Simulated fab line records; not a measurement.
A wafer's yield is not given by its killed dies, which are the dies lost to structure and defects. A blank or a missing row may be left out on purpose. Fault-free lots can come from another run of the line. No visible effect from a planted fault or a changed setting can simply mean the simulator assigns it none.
What tool caused it? -- flow n5Finfet -- 24 lots, 72 wafers sampled, at 4 steps of a route of 1938

== WHAT THE GAUGES READ, wafer by wafer ==
N5_WELL_APT_INSPECT_38: inspects for defects (darkfield). Usual: rawDefectCount at 12, with a standard deviation of 4.8.
lot,measured,on,rawDefectCount,flag
L074,day 1 17:45,defectInspect-02,13 10 10,
L075,day 1 22:40,defectInspect-02,8 10 11,
L076,day 2 05:16,defectInspect-01,12 6 10,
L077,day 2 11:32,defectInspect-02,15 9 12,
L078,day 2 17:02,defectInspect-01,10 18 17,
L079,day 2 23:18,defectInspect-01,12 8 15,
L080,day 3 04:58,defectInspect-01,6 11 4,
L081,day 3 10:55,defectInspect-01,6 17 11,
L082,day 3 16:59,defectInspect-01,23 14 25,
L083,day 3 22:53,defectInspect-01,12 9 11,
L084,day 4 05:05,defectInspect-02,11 8 16,
L085,day 4 11:11,defectInspect-02,11 8 10,
L086,day 4 17:05,defectInspect-01,16 12 17,
L087,day 5 00:39,defectInspect-02,11 18 8,
L088,day 5 06:41,defectInspect-02,7 11 6,
L089,day 5 10:52,defectInspect-02,19 12 5,
L090,day 5 17:28,defectInspect-02,16 18 19,
L091,day 5 22:53,defectInspect-01,4 5 11,
L092,day 6 04:41,defectInspect-02,15 19 8,
L093,day 6 11:08,defectInspect-01,19 9 9,
L094,day 6 17:02,defectInspect-01,14 15 14,
L095,day 6 23:06,defectInspect-01,12 12 17,
L096,day 7 04:41,defectInspect-01,11 7 24,
L097,day 7 11:21,defectInspect-02,8 14 8,

N5_PMOS_HMC_CHANNEL_EPI_CD_MEAS_09 targets a cd of 237.4 nm. Usual: cdNm at 237.6 nm, with a standard deviation of 1.
lot,measured,on,cdNm (nm),flag
L074,day 1 18:11,cdSem-02,237.6 238.7 238.5,
L075,day 1 23:08,cdSem-03,236.7 236.9 236.8,
L076,day 2 05:43,cdSem-01,239.3 237.1 238.3,
L077,day 2 12:00,cdSem-03,237.2 238.8 238.0,
L078,day 2 17:22,cdSem-02,238.6 237.8 239.3,
L079,day 2 23:37,cdSem-01,238.6 239.2 239.1,
L080,day 3 05:24,cdSem-03,237.1 238.0 236.8,
L081,day 3 11:13,cdSem-02,238.6 236.7 238.3,
L082,day 3 17:25,cdSem-01,237.0 236.6 236.4,
L083,day 3 23:20,cdSem-01,237.2 236.5 236.5,
L084,day 4 05:33,cdSem-03,237.3 237.7 238.5,
L085,day 4 11:31,cdSem-02,236.6 236.5 237.2,
L086,day 4 17:31,cdSem-01,238.7 236.0 237.2,
L087,day 5 01:05,cdSem-01,237.3 238.0 236.6,
L088,day 5 07:08,cdSem-03,237.0 236.5 237.5,
L089,day 5 11:11,cdSem-01,237.1 236.0 235.9,
L090,day 5 17:54,cdSem-01,237.5 237.0 238.6,
L091,day 5 23:19,cdSem-01,236.5 239.1 237.9,
L092,day 6 05:07,cdSem-02,237.6 237.0 237.0,
L093,day 6 11:35,cdSem-02,239.5 238.5 240.2,
L094,day 6 17:28,cdSem-01,236.9 236.9 236.5,
L095,day 6 23:32,cdSem-01,237.6 238.3 239.5,
L096,day 7 05:08,cdSem-01,237.9 237.3 237.5,
L097,day 7 11:48,cdSem-03,237.2 237.1 237.0,

N5_FIN_SAQP_THK_MEAS_05. Usual: thkNm at 38.1 nm, with a standard deviation of 0.55.
lot,measured,on,thkNm (nm),flag
L074,day 1 23:22,filmMetro-01,38.3 39.0 39.0,
L075,day 2 03:32,filmMetro-02,37.1 38.1 38.1,
L076,day 2 09:23,filmMetro-02,38.4 37.5 38.4,
L077,day 2 15:35,filmMetro-01,37.2 37.4 37.7,
L078,day 2 21:28,filmMetro-01,38.4 37.9 38.8,
L079,day 3 03:11,filmMetro-02,37.7 37.5 38.1,
L080,day 3 09:03,filmMetro-01,38.1 38.3 38.2,
L081,day 3 15:04,filmMetro-01,37.9 37.7 38.8,
L082,day 3 21:03,filmMetro-01,37.7 39.5 37.7,
L083,day 4 03:02,filmMetro-02,37.0 38.0 38.7,
L084,day 4 09:54,filmMetro-02,37.1 37.0 38.3,
L085,day 4 17:34,filmMetro-02,37.4 38.2 39.1,
L086,day 4 22:01,filmMetro-01,38.1 38.9 38.7,
L087,day 5 06:13,filmMetro-01,38.6 37.5 38.4,
L088,day 5 11:14,filmMetro-01,37.6 38.4 38.1,
L089,day 5 15:04,filmMetro-02,37.5 37.6 38.8,
L090,day 5 22:02,filmMetro-01,37.3 38.6 38.0,
L091,day 6 03:11,filmMetro-02,37.5 38.1 38.6,
L092,day 6 08:49,filmMetro-02,37.6 37.9 38.5,
L093,day 6 16:22,filmMetro-02,38.3 38.5 38.2,
L094,day 6 21:12,filmMetro-02,37.9 38.8 38.5,
L095,day 7 04:25,filmMetro-02,38.0 38.9 38.5,
L096,day 7 08:59,filmMetro-01,37.7 38.2 39.6,
L097,day 7 16:14,filmMetro-01,37.9 38.3 38.5,

== TOOL THAT RAN EACH LOT (tool first, then ch and the chambers of the sampled wafers, then the start) ==
lot,N5_PMOS_HMC_CHANNEL_EPI_STRIP_33
L074,"rieDiel-04 ch 0,1,3, day 1 18:44"
L075,"rieDiel-03 ch 1,2,3, day 1 23:35"
L076,"rieDiel-03 ch 0,1, day 2 05:56"
L077,"rieDiel-05 ch 0,1,2, day 2 12:20"
L078,"rieDiel-03 ch 1,3, day 2 17:35"
L079,"rieDiel-05 ch 1,2,3, day 2 23:50"
L080,"rieDiel-05 ch 1,2,3, day 3 05:37"
L081,"rieDiel-03 ch 0,2,3, day 3 11:26"
L082,"rieDiel-04 ch 0,1, day 3 17:38"
L083,"rieDiel-03 ch 0,2, day 3 23:33"
L084,"rieDiel-05 ch 1,2, day 4 05:46"
L085,"rieDiel-04 ch 1,2,3, day 4 11:43"
L086,"rieDiel-05 ch 0,2,3, day 4 18:04"
L087,"rieDiel-04 ch 1,2,3, day 5 02:03"
L088,"rieDiel-03 ch 0,3, day 5 07:27"
L089,"rieDiel-03 ch 1,2, day 5 11:44"
L090,"rieDiel-03 ch 0,1,2, day 5 18:11"
L091,"rieDiel-05 ch 0,1,3, day 5 23:32"
L092,"rieDiel-05 ch 1,2, day 6 05:20"
L093,"rieDiel-04 ch 0,1,2, day 6 12:08"
L094,"rieDiel-04 ch 1,2,3, day 6 17:41"
L095,"rieDiel-05 ch 1,2,3, day 6 23:46"
L096,"rieDiel-04 ch 0,2,3, day 7 05:21"
L097,"rieDiel-03 ch 2,3, day 7 12:02"
- N5_PMOS_HMC_CHANNEL_EPI_STRIP_33: strips in N2/H2.

== AS READ BY THE TOOLS THEMSELVES (means over the sampled wafers that have a number; for cases with no such wafer, the mark the record gives instead) ==
N5_PMOS_HMC_CHANNEL_EPI_STRIP_33. Usual: drypumpMotorCurrentA 5.6 A, standard deviation 0.42; oesProductAu 0.77 a.u., standard deviation 0.082; rfVppV 54.2 V, standard deviation 1.7; showerheadPlenumPTorr 3.36 Torr, standard deviation 0.11; throttleValvePct 18.9 %, standard deviation 0.39.
lot,tool,drypumpMotorCurrentA (A),oesProductAu (a.u.),rfVppV (V),showerheadPlenumPTorr (Torr),throttleValvePct (%),flag
L074,rieDiel-04,5.6,0.69,53.4,3.28,19.0,
L075,rieDiel-03,5.6,0.72,53.5,3.37,19.0,
L076,rieDiel-03,5.5,0.73,53.9,3.51,19.3,
L077,rieDiel-05,5.8,0.75,54.3,3.31,18.9,
L078,rieDiel-03,5.6,0.70,54.2,3.44,19.0,
L079,rieDiel-05,5.6,0.82,55.1,3.33,18.9,
L080,rieDiel-05,5.6,0.80,54.9,3.33,18.9,
L081,rieDiel-03,5.9,0.72,54.5,3.38,18.9,
L082,rieDiel-04,5.5,0.78,53.6,3.31,18.8,
L083,rieDiel-03,5.9,0.75,56.1,3.41,19.1,
L084,rieDiel-05,5.6,0.78,54.7,3.27,18.7,
L085,rieDiel-04,5.2,0.79,53.5,3.38,18.7,
L086,rieDiel-05,5.8,0.89,53.1,3.36,18.9,
L087,rieDiel-04,5.2,0.79,55.5,3.37,18.7,
L088,rieDiel-03,5.8,0.72,53.5,3.47,19.0,
L089,rieDiel-03,5.3,0.70,53.2,3.38,19.4,
L090,rieDiel-03,5.6,0.71,53.5,3.39,19.2,
L091,rieDiel-05,5.7,0.86,55.1,3.30,18.6,
L092,rieDiel-05,5.6,0.77,53.7,3.26,18.8,
L093,rieDiel-04,5.5,0.77,53.5,3.28,19.0,
L094,rieDiel-04,5.2,0.78,53.8,3.37,18.8,
L095,rieDiel-05,5.6,0.78,53.8,3.32,18.9,
L096,rieDiel-04,5.6,0.83,51.4,3.37,19.0,
L097,rieDiel-03,6.0,0.78,55.9,3.26,18.7,

== THE ANSWER, worked out from the rows above alone ==
Rule: a lot counts as off when the mean over its wafers that have a number is more than 3 standard deviations away from the usual mean. A lot without any number at a reading at which 4 lots or more have one is off too. Where the step has rows for the other lots, those lots are counted as sound. The gauges are gone through in route order, then the tools' own readings, and for those a lot's mean is taken as printed above. At the first step where some lot is off, the reading lying furthest off is the one used; lots without a number count as furthest.
No lot is off at any reading shown: from this, nothing can be told.

== WHAT HAD BEEN PUT IN BY THE SIMULATOR ==
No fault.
